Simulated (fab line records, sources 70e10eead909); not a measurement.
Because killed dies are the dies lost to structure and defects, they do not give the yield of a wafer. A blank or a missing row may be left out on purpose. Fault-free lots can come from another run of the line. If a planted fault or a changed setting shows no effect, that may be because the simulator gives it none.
Comparing a struck lot with a sound one	flow nand harc	13 steps out of a route of 1159
Sound: wafers L565.1, L565.5, L565.6. Wafers struck: L571.1, L571.4, L571.6. The cause is named last.
Order at every step that has rows: each side's tool, ch and its chambers, its first start. Under that, the readings that differ: sound wafers	struck wafers	difference of the means	sigmas: that difference in standard deviations of wafers without a fault.
alike: words and numbers the same on both sides, and readings whose means are apart by under 2 such deviations; not compared: readings that were withheld, readings missing a value for some wafer, numbers with overlapping values and no deviation given by the record, and bounds like >300 which may hide the same value.
A row with sigmas, a row that says differs or no value, or rows on one side alone: a step with any of these is where the two part. Non-overlapping numbers with no deviation appear without sigmas and do not part them. Lack of a reading on every wafer of one side parts them only where that side has two or more wafers.

first, 4 steps without rows for these wafers: NHARC_A_STAIRCASE_EXPOSE_438 (exposes mask STAIR REV); NHARC_A_STAIRCASE_PEB_439 (peb time 130 s); NHARC_A_STAIRCASE_DEVELOP_440 (time 140 s); NHARC_A_STAIRCASE_HARDBAKE_442 (time 140 s).
NHARC_A_STAIRCASE_DESCUM_443: chemistry O2, time 3 s.
  sound on rie diel-02 ch 2,3, day 15 08:31; struck on rie diel-05 ch 0,2,3, day 16 20:05
  alike: drypump motor current A, o2 flow sccm, oes product au, rf vpp V, showerhead plenum p Torr, throttle valve pct
  not compared: rf hours counter h
NHARC_A_STAIRCASE_ETCH_444: etches the open film in C4F8/O2, target depth 10200 nm, time 3400 s.
  sound on rie diel-02 ch 2,3, day 15 08:42; struck on rie diel-05 ch 0,2,3, day 16 20:10
  alike: oes product au, rf vpp V
  not compared: rf hours counter h
NHARC_A_STAIRCASE_STRIP_446: strips in O2.
  sound on plasma asher-01 ch 0,1, day 15 10:59; struck on plasma asher-01 ch 0,1, day 16 22:25
  alike: drypump motor current A, heater power w
  not compared: rf hours counter h
then, 3 steps without rows for these wafers: NHARC_A_STAIRCASE_STRIP_447 (strips in SPM, time 900 s); NHARC_A_STAIRCASE_PRECLEAN_448 (cleans in SC1); NHARC_A_STAIRCASE_SRD_449.
NHARC_A_STAIRCASE_CMP_450: polishes SiO2, target thk 200 nm.
  sound on cmp-02 ch 0,2,3, day 15 11:48; struck on cmp-01 ch 2,3, day 16 23:13
  no value came back on the struck wafers for edge zone pressure frac, motor current A (A); on the sound wafers edge zone pressure frac reads 1.002 0.989 1.003
NHARC_A_STAIRCASE_CMP_152: polishes.
  sound on cmp-02 ch 0,2,3, day 15 11:53; struck on cmp-01 ch 2,3, day 16 23:17
  alike: edge zone pressure frac, motor current A
-- break in the record here, with 5 days between the starts of the struck wafers on either side (left off in module A_STAIRCASE, picked up again in module END, where the first step shown is number 1159 on the route) --
NHARC_END_SORT_01:
  here the record holds rows for the struck wafers (prober-02 ch 0, day 22 01:13) but none for the sound ones

## WHERE THEY PART
First at NHARC_A_STAIRCASE_CMP_450; last, within this record, at NHARC_END_SORT_01.

WHY: whatever the simulator had introduced
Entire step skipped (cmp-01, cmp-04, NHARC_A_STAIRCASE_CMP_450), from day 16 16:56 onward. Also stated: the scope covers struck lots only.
